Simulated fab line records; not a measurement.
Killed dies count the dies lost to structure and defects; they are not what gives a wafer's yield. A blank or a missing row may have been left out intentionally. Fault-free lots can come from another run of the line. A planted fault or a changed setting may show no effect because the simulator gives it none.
Matching of chambers	flow nand-harc	NHARC_P_M0_STRIP_18 on rie-diel-08 has 4 sister chambers
The step strips in N2/H2. 16 wafers are shown with their chamber, then 8 later ones without.

WAFERS, EACH WITH ITS CHAMBER
wafer	chamber	drypump-motor-current-A (A)	oes-product-au (a.u.)	rf-vpp-V (V)
L078.2	1	5.3	1.002	90.1
L078.5	3	5.6	1.015	91.8
L078.6	0	5.7	1.003	90.5
L082.1	2	6.0	0.994	90.6
L082.4	1	5.3	0.990	89.6
L082.5	0	5.7	0.996	90.2
L083.2	1	5.3	1.000	89.3
L083.4	0	5.7	1.000	92.1
L083.5	1	5.3	0.997	90.3
L088.4	3	5.6	1.005	90.4
L088.5	1	5.3	0.998	90.0
L088.6	0	5.7	1.013	92.0
L086.1	0	5.7	1.000	91.5
L086.2	1	5.3	0.996	90.6
L086.3	3	5.5	1.005	91.6
L085.4	3	5.6	0.996	89.8

SIGNATURES, as means of the wafers listed above
reading	chamber 0	chamber 1	chamber 2	chamber 3	scatter within a chamber
drypump-motor-current-A	5.700	5.300	6.000	5.575	0.025
oes-product-au	1.00240	0.99717	0.99400	1.00525	0.00599
rf-vpp-V	91.260	89.983	90.600	90.900	0.757
Rule: a wafer's distance from a chamber is the root of the sum, over the readings, of the square of ((its reading less the chamber's mean) divided by the reading's scatter). The wafer belongs to the nearest chamber; if the next one is less than 2 further off, it can't be placed. How the scatter is found: for the shown wafers, subtract from each reading the mean of its chamber, square and add these, divide the total by (wafers less chambers), then take the root.

WAFERS WHOSE CHAMBER IS MISSING
wafer	drypump-motor-current-A (A)	oes-product-au (a.u.)	rf-vpp-V (V)
L085.5	5.7	1.004	90.3
L085.6	5.3	0.998	90.4
L093.1	6.0	0.995	90.4
L093.2	5.3	0.987	89.9
L093.3	5.7	0.989	92.6
L092.2	5.6	1.002	90.0
L092.3	5.3	0.992	88.4
L092.6	6.0	1.002	91.9

CHAMBER TAKEN BY EACH
wafer	from the rows above	in truth
L085.5	0	0
L085.6	1	1
L093.1	2	2
L093.2	1	1
L093.3	0	0
L092.2	3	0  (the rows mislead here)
L092.3	1	1
L092.6	2	2
Correct placement for 7 of the 8. Left unplaced by these rows: 0. Wrongly placed: 1.
